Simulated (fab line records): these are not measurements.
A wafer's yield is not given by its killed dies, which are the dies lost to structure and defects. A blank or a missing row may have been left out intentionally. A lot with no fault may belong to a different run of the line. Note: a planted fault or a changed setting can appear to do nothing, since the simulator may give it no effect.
Struck lot and sound lot, side by side || flow n5 finfet || 40 out of 1938 route steps
Sound: wafers L606.1, L606.2, L606.5. The struck wafers were L601.1, L601.4, L601.5. The cause comes at the end.
Per side, at each step with rows, come the tool, then ch with its chambers, and then its first start. Under that, the readings that differ: sound wafers || struck wafers || difference of the means || sigmas: that difference in standard deviations of wafers without a fault.
alike: readings with means less than 2 such deviations apart, plus words and numbers identical on both sides. not compared: withheld readings, readings lacking a value on some wafer, bounds such as >300 that could conceal the same value, and numbers that have no deviation in the record and whose values overlap.
The two part at a step that has a row with sigmas, a row that says differs or no value, or rows on one side only. Non-overlapping numbers with no deviation appear without sigmas and do not part them. A reading that every wafer of one side lacks parts them only if that side has two wafers or more.

first, 11 steps without rows for these wafers: N5_ZERO_LAYER_COAT_05 (resist thk 1000 nm); N5_ZERO_LAYER_EBR_07; N5_ZERO_LAYER_SOFTBAKE_06 (time 90 s); N5_ZERO_LAYER_EXPOSE_08 (exposes mask ZERO, defocus 0 nm, target cd 2000 nm); N5_ZERO_LAYER_PEB_09; N5_ZERO_LAYER_DEVELOP_10 (develop time 60 s); N5_ZERO_LAYER_HARDBAKE_23 (time 120 s); N5_ZERO_LAYER_DESCUM_16 (chemistry O2, time 7.9 s); N5_ZERO_LAYER_ETCH_17 (etches SiO2 in CF4, target depth 12 nm, time 13.3 s); N5_ZERO_LAYER_ETCH_18 (etches Si in HBr/Cl2, target depth 120 nm, time 40 s); N5_ZERO_LAYER_STRIP_24 (strips in O2).
N5_ZERO_LAYER_STRIP_19: strips in SPM, time 900 s.
  sound on wet bench-01 ch 1,4,6, day 6 01:08; struck on wet bench-02 ch 0,1,4, day 4 19:29
N5_ZERO_LAYER_INSPECT_20: inspects for defects (darkfield).
  sound on defect inspect-01 at day 6 01:25; struck on defect inspect-02 at day 4 19:46
{"reading": "raw defect count", "sound": "86 32 49", "struck": "993 938 1005", "difference": "+923", "sigmas": "+62"}
then, 8 steps without rows for these wafers: N5_WELL_APT_HMDS_01 (time 60 s); N5_WELL_APT_COAT_02 (resist thk 950 nm); N5_WELL_APT_EBR_04; N5_WELL_APT_SOFTBAKE_03 (time 60 s); N5_WELL_APT_EXPOSE_05 (exposes mask NWELL, defocus 0 nm, target cd 200 nm); N5_WELL_APT_PEB_06 (peb time 90 s); N5_WELL_APT_DEVELOP_07 (develop time 45 s); N5_WELL_APT_HARDBAKE_12 (time 120 s).
N5_WELL_APT_INSPECT_10: inspects for defects (macro).
  sound on defect inspect-01 at day 6 01:46; struck on defect inspect-02 at day 4 20:07
{"reading": "raw defect count", "sound": "1 3 0", "struck": ">300 >300 >300", "difference": "differs", "sigmas": ""}
then, 12 steps without rows for these wafers: N5_WELL_APT_DESCUM_13 (chemistry O2, time 7.9 s); N5_WELL_APT_IMPLANT_14; N5_WELL_APT_IMPLANT_15; N5_WELL_APT_STRIP_16 (strips in SPM, time 900 s); N5_WELL_APT_HMDS_18 (time 60 s); N5_WELL_APT_COAT_19 (resist thk 950 nm); N5_WELL_APT_EBR_21; N5_WELL_APT_SOFTBAKE_20 (time 60 s); N5_WELL_APT_EXPOSE_22 (exposes mask PWELL, defocus 0 nm, target cd 200 nm); N5_WELL_APT_PEB_23 (peb time 90 s); N5_WELL_APT_DEVELOP_24 (develop time 45 s); N5_WELL_APT_HARDBAKE_29 (time 120 s).
N5_WELL_APT_INSPECT_27: inspects for defects (macro).
  sound on defect inspect-01 at day 6 02:53; struck on defect inspect-01 at day 4 21:51
{"reading": "raw defect count", "sound": "1 3 3", "struck": ">300 >300 >300", "difference": "differs", "sigmas": ""}
then, 2 steps without rows for these wafers: N5_WELL_APT_DESCUM_30 (chemistry O2, time 7.9 s); N5_WELL_APT_IMPLANT_31.
N5_WELL_APT_INSPECT_38: inspects for defects (darkfield).
  sound on defect inspect-02 at day 6 04:36; struck on defect inspect-01 at day 4 23:31
{"reading": "raw defect count", "sound": "15 16 18", "struck": "974 933 992", "difference": "+950", "sigmas": "+99 or more"}
-- a jump in the record: the struck wafers' starts before and after are 6 days apart (it breaks off in module WELL_APT and resumes in module BEOL_M4, where the first step shown is number 1111 of the route) --
N5_BEOL_M4_RC_MEAS_101:
  sound on prober-01 ch 0, day 12 18:41; struck on prober-01 ch 0, day 11 06:27
{"reading": "DIBL_N (mV/V)", "sound": "39.3 39.1 38.5", "struck": "36.2 36.1 35.5", "difference": -3.0, "sigmas": -2}
{"reading": "VT_P (mV)", "sound": "-249 -249 -251", "struck": "-242 -241 -244", "difference": "+7", "sigmas": "+2"}
  alike: DIBL_P, IOFF_N, IOFF_P, ION_N, ION_P, SS_N, SS_P, VT_N
-- record jumps: 4 days separate the struck wafers' starts on either side; left off in module BEOL_M4, taken up again in module PASSIVATION, whose first shown step is the route's number 1936 --
N5_PASSIVATION_PROBE_49:
  rows exist in the record for the struck wafers here (prober-01, day 15 11:41), but not for the sound ones

## WHERE THEY PART
First at N5_ZERO_LAYER_INSPECT_20; last, within this record, at N5_PASSIVATION_PROBE_49.

WHY: what the simulator had put in
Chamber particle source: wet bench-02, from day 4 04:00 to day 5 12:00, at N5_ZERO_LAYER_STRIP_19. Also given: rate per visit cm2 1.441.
